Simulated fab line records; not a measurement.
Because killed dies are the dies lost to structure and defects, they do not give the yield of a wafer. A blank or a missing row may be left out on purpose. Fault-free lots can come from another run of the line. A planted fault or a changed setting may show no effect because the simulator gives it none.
Check for tools in common	flow nandHarc	12 lots and 36 wafers in the sample

REASON IT WAS OPENED
Flagged at NHARC_A_M1_THK_MEAS_24: reading thkNm, on 2 of 12 lots. Fault-free wafers read 154.6 nm, with a standard deviation of 1.3.
Rule: a lot is flagged in two cases, either no wafer of it has a number, or all its wafers with numbers fall more than 4 standard deviations from that mean. The other lots count as sound.

lot	measured	on	thkNm (nm), wafer by wafer	flag
L810	day 19 01:41	filmMetro-01	154.7 156.1 157.1	
L809	day 19 03:45	filmMetro-02	154.0 154.4 151.8	
L813	day 19 03:57	filmMetro-01	156.1 156.4 155.0	
L812	day 19 04:04	filmMetro-02	156.3 154.1 156.4	
L822	day 21 14:11	filmMetro-01	149.3 145.8 147.7	FLAGGED
L820	day 22 14:37	filmMetro-01	147.1 148.0 144.5	FLAGGED
L824	day 22 16:09	filmMetro-02	155.7 154.5 154.2	
L828	day 22 17:58	filmMetro-01	153.8 153.8 155.5	
L827	day 22 18:41	filmMetro-02	154.8 156.1 154.2	
L829	day 22 23:47	filmMetro-02	153.6 151.8 152.0	
L832	day 23 04:55	filmMetro-02	154.5 155.8 156.4	
L831	day 23 12:32	filmMetro-02	153.7 154.6 154.3	
The mean of the flagged lots' numbers is 147.1 nm, -7.5 nm from the usual (-6 standard deviations).

WHICH TOOL RAN EACH LOT
2 process steps preceding the reading are held in the record, out of 1159 steps in the route. Every cell lists first the tool, next ch and the chambers used by the sampled wafers, and last the start.
lot	flag	NHARC_A_M1_PRE_CLEAN_30	NHARC_A_M1_CMP_23
L810		pvdSputter-02, day 19 01:22 or earlier	cmp-02 ch 0,1,2, day 19 01:22
L809		pvdSputter-01, day 19 03:28 or earlier	cmp-02 ch 0,2,3, day 19 03:28
L813		pvdSputter-03, day 19 03:43 or earlier	cmp-04 ch 1,2,3, day 19 03:43
L812		pvdSputter-02, day 19 03:47 or earlier	cmp-02 ch 0,1, day 19 03:47
L822	FLAGGED	pvdSputter-03, day 21 13:54 or earlier	cmp-02 ch 0,1,3, day 21 13:54
L820	FLAGGED	pvdSputter-02, day 22 14:18 or earlier	cmp-02 ch 0,3, day 22 14:18
L824		pvdSputter-02, day 22 15:52 or earlier	cmp-03 ch 1,2,3, day 22 15:52
L828		pvdSputter-03, day 22 17:40 or earlier	cmp-03 ch 0,1,3, day 22 17:40
L827		pvdSputter-02, day 22 18:23 or earlier	cmp-04 ch 1,2,3, day 22 18:23
L829		pvdSputter-01, day 22 23:31 or earlier	cmp-04 ch 0,1,3, day 22 23:31
L832		pvdSputter-01, day 23 04:36 or earlier	cmp-03 ch 1,2, day 23 04:36
L831		pvdSputter-03, day 23 12:14 or earlier	cmp-03 ch 0,3, day 23 12:14
What is done by these steps:
- NHARC_A_M1_PRE_CLEAN_30: time 30 s.
- NHARC_A_M1_CMP_23: polishes, t overpolish 20 s, target thk 154.34 nm.
- NHARC_A_M1_THK_MEAS_24: measures by xrf.

FLAGGED OVER TOTAL, TOOL BY TOOL (the gauges that took the reading come last)
step	tool	lots run	flagged	share of the flagged lots	sound lots run after its first flagged lot
NHARC_A_M1_PRE_CLEAN_30	pvdSputter-01	3	0	none	-
NHARC_A_M1_PRE_CLEAN_30	pvdSputter-02	5	1	some	2 (L824,L827)
NHARC_A_M1_PRE_CLEAN_30	pvdSputter-03	4	1	some	2 (L828,L831)
NHARC_A_M1_CMP_23	cmp-02	5	2	all	0
NHARC_A_M1_CMP_23	cmp-03	4	0	none	-
NHARC_A_M1_CMP_23	cmp-04	3	0	none	-
NHARC_A_M1_THK_MEAS_24	filmMetro-01	5	2	all	1 (L828)
NHARC_A_M1_THK_MEAS_24	filmMetro-02	7	0	none	-
Because NHARC_A_M1_PRE_CLEAN_30 lacks a start for some lots, the hours and order of its lots are taken from NHARC_A_M1_CMP_23.

WHAT IS ALLOWED BY THE TABLE
2 rows of the table ran every flagged lot: cmp-02 at NHARC_A_M1_CMP_23, filmMetro-01 at NHARC_A_M1_THK_MEAS_24.
- cmp-02 at NHARC_A_M1_CMP_23 ran 5 lots, 2 of them flagged. Last sound lot L812 at day 19 03:47, first flagged lot L822 at day 21 13:54; a fault beginning in between fits. Its own readings (timeToEndpointS) fall more than 4 standard deviations out on all wafers of the flagged lots.
- filmMetro-01 at NHARC_A_M1_THK_MEAS_24 ran 5 lots, 2 of them flagged. Sound lots ran on it after the first flagged one (L828), which a lasting fault on the whole tool wouldn't allow.
Left over: one tool, cmp-02 at NHARC_A_M1_CMP_23.

WHAT WAS PUT IN BY THE SIMULATOR
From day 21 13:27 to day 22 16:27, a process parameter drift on cmp-02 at NHARC_A_M1_CMP_23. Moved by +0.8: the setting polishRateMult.
Lots struck among those shown: L822, L820. The rule given above showed the same thing.
